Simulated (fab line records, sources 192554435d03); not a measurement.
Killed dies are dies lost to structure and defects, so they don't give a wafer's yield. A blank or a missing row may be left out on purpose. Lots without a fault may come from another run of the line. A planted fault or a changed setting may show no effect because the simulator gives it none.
Chamber matching | flow n5_finfet | N5_FIN_SAQP_STRIP_70 on rie_diel-05: 4 sister chambers
The step strips in N2/H2. 4 wafers are shown with their chamber, then 12 later ones without.

WAFERS WITH THEIR CHAMBER
wafer  | chamber | drypump_motor_current_A (A)
L086.4 | 1       | 6.0
L090.1 | 3       | 5.8
L091.4 | 0       | 5.1
L091.6 | 2       | 5.2

WAFERS WITHOUT THEIR CHAMBER
wafer  | drypump_motor_current_A (A)
L092.3 | 5.8
L092.4 | 5.2
L092.6 | 5.1
L093.1 | 5.2
L093.3 | 5.1
L093.4 | 6.0
L094.1 | 5.2
L094.5 | 6.0
L094.6 | 5.2
L097.1 | 5.1
L097.2 | 5.2
L097.4 | 5.7

WHICH CHAMBER EACH WENT THROUGH
wafer  | from the rows above | in truth
L092.3 | 3                   | 3
L092.4 | 2                   | 2
L092.6 | 0                   | 0
L093.1 | 2                   | 2
L093.3 | 0                   | 0
L093.4 | 1                   | 1
L094.1 | 2                   | 2
L094.5 | 1                   | 1
L094.6 | 2                   | 2
L097.1 | 0                   | 0
L097.2 | 2                   | 2
L097.4 | 3                   | 3
Placed correctly: 12 of 12. Can't be placed from these rows: 0. Placed wrongly: 0.
How it was worked out, from the rows above alone: a wafer's distance from a chamber is the root of the sum, over the readings, of the square of ((its reading less the chamber's mean) divided by the reading's scatter). The wafer belongs to the nearest chamber; if the next one is less than 2 further off, it can't be placed. A chamber's mean is the mean of its shown wafers. The scatter: with one shown wafer a chamber, the root of the mean of the squares of how far each hidden wafer lies from its nearest shown one.
